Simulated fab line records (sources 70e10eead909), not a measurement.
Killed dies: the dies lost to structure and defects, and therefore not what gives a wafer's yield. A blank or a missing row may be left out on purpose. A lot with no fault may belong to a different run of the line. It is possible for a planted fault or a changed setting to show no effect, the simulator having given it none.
fab line records    flow nand_harc
record lots=6  wafers=18  last_day=25
route steps=1159 shown A_STAIRCASE@547 END@1159
lots that met no fault: taken from a fault-free run of the same line
start_h: hours from the record's first day to the start of the lot's first wafer shown    wait_h: how many hours have passed since the lot's step before this one    " identical to the entry in the row above    L1.1+2: a row that stands for several wafers    - either no value or no given start    * or withheld: withheld    < > ~ a bound
route shown NAME@n: NAME is a module with steps in the file, n the number in the route of the first one    usual: mean/standard deviation of fault-free wafers    same: alike in all rows    chamber/n: place in a boat    sites: each site's reading    _std_site: standard deviation of those values    _edge_site: mean of outer sites minus mean of inner sites    radius_mm: for every site, how far away it sits from the centre of the wafer    mask NAME#n: copy n    behind: the tool/chamber that last shaped the wafer    hold: cause of the lot's hold/its duration in hours/its outcome    device: the transistor (n, p or np) that didn't switch    end of line: the route-end tests of the same wafers    a step given without rows: its recipe and nothing more    killed: the dies lost at the first sort to structure and to defects; this is not the yield of the wafer    map: shows each die of a wafer: x if killed, . if not, _ if none is there
set.NAME: the setting the step ran with; set.NAME@STEP: the setting that earlier step ran with    model.NAME: the simulator's own value behind a step, which no gauge read
lots at selected steps of the route; one table per step, one row per wafer
services: when a tool's chamber went out of use (start_h, in hours from the record's first day, below 0 if earlier), for how many hours, and the reason
## steps
# step NHARC_A_STAIRCASE_DESCUM_11
# recipe time_s=3  o2_flow_sccm=200  ar_flow_sccm=0  bias_power_w=0  chemistry=O2
# usual drypump_motor_current_A=5.9/0.51  mfc_ar_sccm=0.012/0.013  oes_product_au=1.001/0.0093  rf_vpp_V=57.7/0.86  showerhead_plenum_p_Torr=1.88/0.077  throttle_valve_pct=11.312/0.0084
# same bias_power_w=0
lot.wafer  tool         chamber  start_h  wait_h  drypump_motor_current_A  mfc_ar_sccm  oes_product_au  rf_hours_counter_h  rf_vpp_V  showerhead_plenum_p_Torr  throttle_valve_pct
L530.1     rie_diel-02  3        246.88   -       6.1                      0.024        0.994           34                  58.6      2.00                      11.317
L530.2     "            0        "        "       6.6                      0.024        0.997           31                  58.3      1.87                      11.302
L530.6     "            3        "        "       6.1                      0.024        1.010           -                   58.9      2.00                      11.326
L542.1     rie_diel-11  2        310.76   -       5.5                      0            1.006           27                  56.7      1.84                      11.320
L542.3     "            3        "        "       6.4                      0            1.017           43                  56.4      1.85                      11.314
L542.5     "            1        "        "       5.3                      0            0.991           -                   58.7      1.98                      11.304
L541.4     rie_diel-11  1        313.99   -       5.3                      0            0.993           46                  56.9      1.98                      11.319
L541.1     "            0        "        "       6.2                      0.029        1.005           46                  57.2      1.76                      11.328
L541.5     "            1        "        "       5.3                      0            1.007           -                   58.3      1.98                      11.318
L544.1     rie_diel-12  0        319.45   -       6.7                      0.030        1.008           39                  58.0      1.88                      11.308
L544.3     "            2        "        "       5.6                      0            0.996           40                  56.7      1.82                      11.305
L544.6     "            2        "        "       5.6                      0            0.991           -                   58.0      1.82                      11.322
L549.4     rie_diel-12  1        354.60   -       5.3                      0.019        0.995           53                  57.8      1.95                      11.300
L549.6     "            2        "        "       5.6                      0            0.996           -                   56.6      1.82                      11.311
L549.5     "            3        "        "       5.9                      0.016        0.980           -                   57.4      1.85                      11.321
L551.1     rie_diel-11  1        377.32   -       5.3                      0            0.994           1                   57.8      1.97                      11.306
L551.4     "            2        "        "       5.5                      0            1.008           1                   57.2      1.83                      11.318
L551.5     "            1        "        "       5.3                      0            0.991           -                   57.6      1.97                      11.312
# step NHARC_A_STAIRCASE_TRIM_12
# recipe time_s=211.2  o2_flow_sccm=500  ar_flow_sccm=0  bias_w=0  chemistry=O2
# usual drypump_motor_current_A=5.9/0.51  mfc_ar_sccm=0.012/0.013  oes_product_au=1.001/0.0096  rf_vpp_V=57.6/0.98  run_length_s=232.7/0.44  showerhead_plenum_p_Torr=3.46/0.13  throttle_valve_pct=17.037/0.0088
lot.wafer  tool         chamber  start_h  wait_h  drypump_motor_current_A  mfc_ar_sccm  oes_product_au  rf_hours_counter_h  rf_vpp_V  run_length_s  showerhead_plenum_p_Torr  throttle_valve_pct
L530.2     rie_diel-02  0        247.03   0.1     6.6                      0.024        0.987           31                  56.9      233.0         3.45                      17.040
L530.1     "            1        "        "       6.7                      0.035        1.005           32                  57.3      232.8         3.47                      17.041
L530.6     "            2        "        "       5.4                      0.006        0.992           -                   56.6      232.7         3.27                      17.038
L542.3     rie_diel-11  3        310.84   0.1     6.4                      0            1.012           43                  57.1      232.5         3.42                      17.049
L542.1     "            0        "        "       6.2                      0.029        0.995           45                  55.4      232.0         3.27                      17.034
L542.5     "            2        "        "       5.5                      0            0.994           -                   56.1      232.8         3.40                      17.040
L541.4     rie_diel-11  2        314.08   0.1     5.5                      0            1.008           29                  58.9      232.8         3.40                      17.048
L541.1     "            3        "        "       6.4                      0            1.021           45                  58.2      232.2         3.42                      17.053
L541.5     "            1        "        "       5.3                      0            0.992           -                   57.9      233.7         3.64                      17.031
L544.3     rie_diel-12  0        319.77   0.3     6.7                      0.030        0.999           39                  58.2      232.8         3.47                      17.032
L544.1     "            2        "        "       5.6                      0            0.999           40                  56.3      232.3         3.37                      17.031
L544.6     "            2        "        "       5.6                      0            0.999           -                   56.3      232.6         3.37                      17.042
L549.4     rie_diel-12  2        354.67   0.1     5.6                      0            0.998           54                  58.1      232.5         3.36                      17.043
L549.5     "            1        "        "       5.4                      0.019        1.005           -                   57.2      232.9         3.59                      17.033
L549.6     "            2        "        "       5.7                      0            1.007           -                   55.6      232.4         3.36                      17.023
L551.1     rie_diel-11  3        377.41   0.1     6.4                      0            1.015           1                   57.9      232.2         3.41                      17.029
L551.4     "            0        "        "       6.2                      0.029        1.001           1                   59.0      232.5         3.81                      17.024
L551.5     "            3        "        "       6.5                      0            1.008           -                   56.9      232.1         3.41                      17.032
# step NHARC_A_STAIRCASE_ETCH_13
# recipe target_depth_a=1000  time_s=40.5  ion_energy_ev=400  c4f8_flow_sccm=20  o2_flow_sccm=10  ar_flow_sccm=withheld  rf_w=600  bias_w=1000  chemistry=C4F8/O2
# step NHARC_A_STAIRCASE_TRIM_14
# recipe time_s=211.2  o2_flow_sccm=500  ar_flow_sccm=0  bias_w=0  chemistry=O2
# step NHARC_A_STAIRCASE_ETCH_15
# recipe target_depth_a=1000  time_s=40.5  ion_energy_ev=400  c4f8_flow_sccm=20  o2_flow_sccm=10  ar_flow_sccm=withheld  rf_w=600  bias_w=1000  chemistry=C4F8/O2
# usual oes_product_au=0.943/0.012  rf_vpp_V=893/5
lot.wafer  tool         chamber  start_h  wait_h  oes_product_au  rf_hours_counter_h  rf_vpp_V
L530.2     rie_diel-02  2        -        -       0.935           33                  885
L530.1     "            0        "        "       0.936           32                  893
L530.6     "            1        "        "       0.936           -                   893
L542.3     rie_diel-11  0        -        -       0.954           45                  886
L542.1     "            2        "        "       0.943           28                  892
L542.5     "            3        "        "       0.965           -                   893
L541.1     rie_diel-11  2        -        -       0.936           29                  891
L541.4     "            0        "        "       0.924           47                  886
L541.5     "            2        "        "       0.927           -                   890
L544.1     rie_diel-12  2        -        -       0.927           41                  889
L544.3     "            3        "        "       0.985           39                  892
L544.6     "            3        "        "       0.994           -                   892
L549.4     rie_diel-12  3        -        -       0.920           51                  892
L549.6     "            1        "        "       0.945           -                   897
L549.5     "            2        "        "       0.933           -                   890
L551.4     rie_diel-11  1        -        -       0.938           1                   901
L551.1     "            0        "        "       0.947           1                   907
L551.5     "            1        "        "       0.929           -                   900
# step NHARC_A_STAIRCASE_TRIM_16
# recipe time_s=211.2  o2_flow_sccm=500  ar_flow_sccm=0  bias_w=0  chemistry=O2
# usual drypump_motor_current_A=6.0/0.5  mfc_ar_sccm=0.013/0.013  oes_product_au=1.000/0.01  rf_vpp_V=57.6/0.84  run_length_s=232.7/0.47  showerhead_plenum_p_Torr=3.45/0.12  throttle_valve_pct=17.038/0.0086
lot.wafer  tool         chamber  start_h  wait_h  drypump_motor_current_A  mfc_ar_sccm  oes_product_au  rf_hours_counter_h  rf_vpp_V  run_length_s  showerhead_plenum_p_Torr  throttle_valve_pct
L530.1     rie_diel-02  3        -        -       6.1                      0.024        1.011           35                  57.3      233.5         3.67                      17.037
L530.2     "            1        "        "       6.7                      0.035        1.001           32                  57.7      232.8         3.47                      17.035
L530.6     "            0        "        "       6.6                      0.024        1.004           -                   56.9      233.5         3.45                      17.031
L542.1     rie_diel-11  0        -        -       6.2                      0.029        1.006           45                  57.5      232.0         3.27                      17.033
L542.3     "            1        "        "       5.3                      0            0.990           46                  57.9      233.4         3.64                      17.038
L542.5     "            0        "        "       6.3                      0.029        1.005           -                   57.5      231.9         3.27                      17.025
L541.1     rie_diel-11  0        -        -       6.3                      0.029        0.998           47                  57.3      232.2         3.27                      17.041
L541.4     "            1        "        "       5.3                      0            0.987           47                  58.1      233.1         3.64                      17.030
L541.5     "            2        "        "       5.5                      0            0.999           -                   57.4      233.0         3.40                      17.033
L544.3     rie_diel-12  3        -        -       5.9                      0.016        0.988           39                  55.9      231.9         3.42                      17.020
L544.1     "            1        "        "       5.4                      0.019        1.005           41                  58.8      233.4         3.59                      17.021
L544.6     "            3        "        "       5.9                      0.016        0.977           -                   57.6      232.1         3.42                      17.039
L549.4     rie_diel-12  0        -        -       6.7                      0.030        1.001           51                  56.0      233.0         3.47                      17.033
L549.6     "            0        "        "       6.7                      0.030        1.005           -                   57.4      232.9         3.47                      17.050
L549.5     "            1        "        "       5.3                      0.019        0.999           -                   55.7      233.0         3.59                      17.040
L551.4     rie_diel-11  2        -        -       5.5                      0            0.999           1                   57.8      232.9         3.39                      17.041
L551.1     "            3        "        "       6.4                      0            1.004           1                   57.2      232.2         3.41                      17.054
L551.5     "            3        "        "       6.5                      0            1.001           -                   57.1      232.5         3.41                      17.043
# step NHARC_A_STAIRCASE_ETCH_17
# recipe target_depth_a=1000  time_s=40.5  ion_energy_ev=400  c4f8_flow_sccm=20  o2_flow_sccm=10  ar_flow_sccm=withheld  rf_w=600  bias_w=1000  chemistry=C4F8/O2
# step NHARC_A_STAIRCASE_TRIM_18
# recipe time_s=211.2  o2_flow_sccm=500  ar_flow_sccm=0  bias_w=0  chemistry=O2
# step NHARC_A_STAIRCASE_ETCH_19
# recipe target_depth_a=1000  time_s=40.5  ion_energy_ev=400  c4f8_flow_sccm=20  o2_flow_sccm=10  ar_flow_sccm=withheld  rf_w=600  bias_w=1000  chemistry=C4F8/O2
# step NHARC_A_STAIRCASE_TRIM_20
# recipe time_s=211.2  o2_flow_sccm=500  ar_flow_sccm=0  bias_w=0  chemistry=O2
# step NHARC_A_STAIRCASE_ETCH_21
# recipe target_depth_a=1000  time_s=40.5  ion_energy_ev=400  c4f8_flow_sccm=20  o2_flow_sccm=10  ar_flow_sccm=withheld  rf_w=600  bias_w=1000  chemistry=C4F8/O2
# usual oes_product_au=0.945/0.014  rf_vpp_V=894/4.8
lot.wafer  tool         chamber  start_h  wait_h  oes_product_au  rf_hours_counter_h  rf_vpp_V
L530.2     rie_diel-12  1        -        -       0.936           16                  900
L530.1     "            2        "        "       0.932           15                  892
L530.6     "            3        "        "       0.909           -                   891
L542.3     rie_diel-11  2        -        -       0.930           28                  891
L542.1     "            3        "        "       0.947           45                  891
L542.5     "            2        "        "       0.920           -                   891
L541.4     rie_diel-12  3        -        -       0.928           36                  892
L541.1     "            1        "        "       0.970           36                  899
L541.5     "            0        "        "       0.964           -                   896
L544.3     rie_diel-12  2        -        -       0.954           42                  891
L544.1     "            3        "        "       0.930           40                  893
L544.6     "            0        "        "       0.961           -                   894
L549.4     rie_diel-11  3        -        -       0.943           62                  891
L549.5     "            3        "        "       0.927           -                   893
L549.6     "            0        "        "       0.941           -                   886
L551.1     rie_diel-11  3        -        -       0.948           1                   892
L551.4     "            0        "        "       0.943           1                   905
L551.5     "            0        "        "       0.940           -                   905
# step NHARC_A_STAIRCASE_TRIM_22
# recipe time_s=211.2  o2_flow_sccm=500  ar_flow_sccm=0  bias_w=0  chemistry=O2
# usual drypump_motor_current_A=6.0/0.52  mfc_ar_sccm=0.015/0.013  oes_product_au=0.999/0.0091  rf_vpp_V=57.7/0.92  run_length_s=232.7/0.46  showerhead_plenum_p_Torr=3.48/0.14  throttle_valve_pct=17.036/0.0088
lot.wafer  tool         chamber  start_h  wait_h  drypump_motor_current_A  mfc_ar_sccm  oes_product_au  rf_hours_counter_h  rf_vpp_V  run_length_s  showerhead_plenum_p_Torr  throttle_valve_pct
L530.2     rie_diel-12  0        249.00   -       6.7                      0.030        1.012           14                  57.4      233.2         3.49                      17.033
L530.1     "            2        "        "       5.6                      0            0.995           16                  57.9      232.3         3.38                      17.042
L530.6     "            3        "        "       5.8                      0.016        0.990           -                   58.1      231.7         3.43                      17.033
L542.1     rie_diel-11  0        313.10   -       6.2                      0.029        1.000           46                  58.1      232.0         3.27                      17.038
L542.3     "            2        "        "       5.5                      0            0.995           28                  56.4      233.6         3.40                      17.036
L542.5     "            0        "        "       6.2                      0.029        1.003           -                   58.1      232.8         3.27                      17.030
L541.4     rie_diel-12  1        317.18   -       5.3                      0.019        1.003           37                  58.3      273.8         3.60                      17.031
L541.1     "            0        "        "       6.7                      0.030        1.003           38                  58.8      273.9         3.48                      17.038
L541.5     "            2        "        "       5.6                      0            0.992           -                   57.0      273.1         3.37                      17.037
L544.1     rie_diel-12  2        322.25   -       5.6                      0            0.998           42                  56.9      273.1         3.37                      17.041
L544.3     "            3        "        "       5.9                      0.016        0.984           40                  56.7      272.8         3.42                      17.018
L544.6     "            1        "        "       5.4                      0.019        0.989           -                   56.8      273.8         3.59                      17.031
L549.4     rie_diel-11  3        356.11   -       6.5                      0            1.001           62                  57.5      232.3         3.41                      17.052
L549.5     "            3        "        "       6.4                      0            1.004           -                   56.2      232.6         3.41                      17.040
L549.6     "            0        "        "       6.2                      0.029        1.014           -                   57.3      232.4         3.26                      17.041
L551.4     rie_diel-11  1        378.89   -       5.3                      0            0.991           1                   57.5      232.9         3.63                      17.035
L551.1     "            3        "        "       6.4                      0            0.994           1                   57.9      232.2         3.41                      17.025
L551.5     "            1        "        "       5.3                      0            0.992           -                   58.6      233.1         3.63                      17.022
# step NHARC_A_STAIRCASE_ETCH_23
# recipe target_depth_a=1000  time_s=40.5  ion_energy_ev=400  c4f8_flow_sccm=20  o2_flow_sccm=10  ar_flow_sccm=withheld  rf_w=600  bias_w=1000  chemistry=C4F8/O2
# step NHARC_END_SORT_01
# recipe temp_c=25
# usual killed_at_array=27/11  killed_at_other=0.6/1  killed_at_periphery=3.0/2.1  killed_dies=31/12  killed_open=3.2/1.7  killed_short=1.7/1.4
# same gross_dies=677
lot.wafer  tool       chamber  start_h  wait_h  killed_at_array  killed_at_other  killed_at_periphery  killed_dies  killed_open  killed_short
L541.1     prober-01  0        519.22   2.5     39               0                1                    40           3            1
L541.4     prober-01  0        521.66   3.4     44               1                6                    51           8            1
L541.5     prober-01  0        522.48   3.8     36               0                2                    38           2            2
L544.1     prober-02  0        521.65   2.5     27               0                3                    30           4            3
L544.3     prober-02  0        523.25   3.1     39               3                13                   55           6            9
L544.6     prober-02  0        525.66   4.0     34               0                5                    39           5            3
L549.4     prober-01  0        566.78   3.4     62               0                3                    65           7            2
L549.5     prober-01  0        567.58   3.7     43               0                1                    44           3            1
L549.6     prober-01  0        568.39   4.0     54               0                2                    56           6            1
# killed by level:class
L541.1 A_SLIT:chamber_film_flake=16 A_CHANNEL_HOLE_D1:chamber_film_flake=12 A_STAIRCASE:chamber_film_flake=3 A_CONTACT:chamber_film_flake=3 A_ONON_D1:geometric_particle:open=2 P_STI:geometric_particle:short=1 A_M0:geometric_particle:open=1 A_ZERO_WELL:chamber_film_flake=1
L544.1 A_SLIT:chamber_film_flake=13 A_CONTACT:chamber_film_flake=4 P_STI:chamber_film_flake=2 A_STAIRCASE:chamber_film_flake=2 P_M0:geometric_particle:open=1 A_ONON_D1:geometric_particle:open=1 A_STAIRCASE:geometric_particle:short=1 A_SGD_CUT:geometric_particle:short=1
L541.4 A_SLIT:chamber_film_flake=18 A_CHANNEL_HOLE_D1:chamber_film_flake=13 A_M0:geometric_particle:open=3 P_GATE:chamber_film_flake=3 A_WL_FILL:chamber_film_flake=3 P_M0:geometric_particle:open=2 A_CONTACT:geometric_particle:open=2 A_STAIRCASE:chamber_film_flake=2
L541.5 A_SLIT:chamber_film_flake=12 A_CHANNEL_HOLE_D1:chamber_film_flake=9 A_CONTACT:chamber_film_flake=5 A_STAIRCASE:chamber_film_flake=3 P_ZERO_WELL:chamber_film_flake=2 A_ONON_D1:geometric_particle:short=1 A_WL_FILL:geometric_particle:short=1 A_WL_FILL:geometric_particle:open=1
L544.3 A_SLIT:chamber_film_flake=18 P_STI:chamber_film_flake=8 A_CHANNEL_HOLE_D1:chamber_film_flake=4 A_CONTACT:geometric_particle:open=3 A_STAIRCASE:chamber_film_flake=3 A_SOURCE_PLATE:geometric_particle:short=2 P_GATE:chamber_film_flake=2 THIN_TSV:chamber_film_flake=2
L544.6 A_SLIT:chamber_film_flake=17 A_STAIRCASE:chamber_film_flake=5 A_CHANNEL_HOLE_D1:chamber_film_flake=4 A_CONTACT:geometric_particle:open=2 P_GATE:chamber_film_flake=2 A_CONTACT:chamber_film_flake=2 P_GATE:geometric_particle:short=1 P_CONTACT:geometric_particle:open=1
L549.4 A_SLIT:chamber_film_flake=21 A_CHANNEL_HOLE_D1:chamber_film_flake=18 A_CONTACT:chamber_film_flake=11 A_STAIRCASE:chamber_film_flake=4 A_CHANNEL_FILL_D1:geometric_particle:open=2 P_GATE:geometric_particle:open=1 P_M0:geometric_particle:open=1 A_ONON_D1:geometric_particle:short=1
L549.5 A_SLIT:chamber_film_flake=20 A_CHANNEL_HOLE_D1:chamber_film_flake=9 A_STAIRCASE:chamber_film_flake=5 A_CONTACT:chamber_film_flake=4 A_CONTACT:geometric_particle:open=2 P_M0:geometric_particle:open=1 A_SOURCE_PLATE:geometric_particle:short=1 A_SGD_CUT:chamber_film_flake=1
L549.6 A_SLIT:chamber_film_flake=17 A_CHANNEL_HOLE_D1:chamber_film_flake=16 A_STAIRCASE:chamber_film_flake=9 A_CONTACT:chamber_film_flake=6 A_M0:geometric_particle:open=2 P_M1:geometric_particle:open=1 P_M2:geometric_particle:open=1 A_ONON_D1:geometric_particle:short=1
## services
tool         chamber  start_h  hours  kind
rie_diel-11  0        223.18   -      clean
rie_diel-11  1        223.18   -      clean
rie_diel-11  2        223.18   -      clean
rie_diel-11  3        223.18   -      clean
rie_diel-02  0        229.12   7.9    repair
rie_diel-02  1        232.52   7.2    repair
rie_diel-11  0        248.55   -      clean
rie_diel-11  1        248.55   -      clean
rie_diel-11  2        248.55   -      clean
rie_diel-11  3        248.55   -      clean
rie_diel-02  1        259.67   8.8    repair
rie_diel-11  1        260.58   1.5    repair
rie_diel-11  0        273.11   -      clean
rie_diel-11  1        273.11   -      clean
rie_diel-11  2        273.11   -      clean
rie_diel-11  3        273.11   -      clean
rie_diel-11  0        297.61   -      clean
rie_diel-11  1        297.61   -      clean
rie_diel-11  2        297.61   -      clean
rie_diel-11  3        297.61   -      clean
rie_diel-12  3        318.14   2.6    repair
rie_diel-11  0        322.14   -      clean
rie_diel-02  -        328.00   9.0    pm
rie_diel-11  -        366.56   9.0    pm
## key
first_sign step=NHARC_A_STAIRCASE_TRIM_22  reading=run_length_s  direction=up  sigmas=88  usual=*  struck=*
effect none on later readings
met_at NHARC_A_STAIRCASE_TRIM_22
struck_wafers L541.1,L541.4,L541.5,L544.1,L544.3,L544.6
tester_left_out L541,L544
onset_between 249.00 317.18
fault kind=process_parameter_drift  tool=rie_diel-12  chamber=-  onset_h=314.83  steps=NHARC_A_STAIRCASE_TRIM_22  channel=time_s  offset=*  shape=step  end_h=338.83  acts_in=*  stated=*
# tester_left_out: of these lots the tester's yield and bins aren't shown, on N5 and GAA mostly nor the transistor test; their killed dies are dies lost to structure and defects alone, not to doping, threshold or leakage, so they don't give the yield
